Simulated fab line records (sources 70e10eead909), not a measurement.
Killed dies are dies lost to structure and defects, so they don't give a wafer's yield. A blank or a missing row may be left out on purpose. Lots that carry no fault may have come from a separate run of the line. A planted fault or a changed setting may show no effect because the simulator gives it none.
Matching of chambers    flow nand_harc    NHARC_P_M1_PRE_CLEAN_32 on pecvd-01: 3 sister chambers
The step time 12 s. 6 wafers are shown with their chamber, then 7 later ones without.

WAFERS PAIRED WITH THEIR CHAMBERS
wafer   chamber  heater_power_w (W)
L078.6  2        560
L079.6  1        694
L080.1  2        577
L080.6  0        662
L081.2  0        622
L081.3  1        701

WAFERS WHOSE CHAMBER IS MISSING
wafer   heater_power_w (W)
L081.5  627
L082.1  660
L082.3  727
L082.6  529
L087.4  652
L087.5  641
L087.6  511

CHAMBER TAKEN BY EACH
wafer   from the rows above      in truth
L081.5  0                        0
L082.1  can't be placed: 0 or 1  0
L082.3  1                        1
L082.6  2                        2
L087.4  can't be placed: 0 or 1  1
L087.5  0                        0
L087.6  2                        2
Correctly placed: 5 of 7. Unplaceable from these rows: 2, with the true chamber sitting among the candidates in 2. 0 placed wrongly.
How it was worked out, from the rows above alone: a wafer's distance from a chamber is the root of the sum, over the readings, of the square of ((its reading less the chamber's mean) divided by the reading's scatter). If the next closest chamber is less than 2 further off than the closest, the wafer can't be placed; otherwise it belongs to the closest. Each chamber's mean is taken over the wafers shown for it. The scatter: the root of (the sum of the squares of (reading less its chamber's mean) over the shown wafers, divided by (wafers less chambers)).
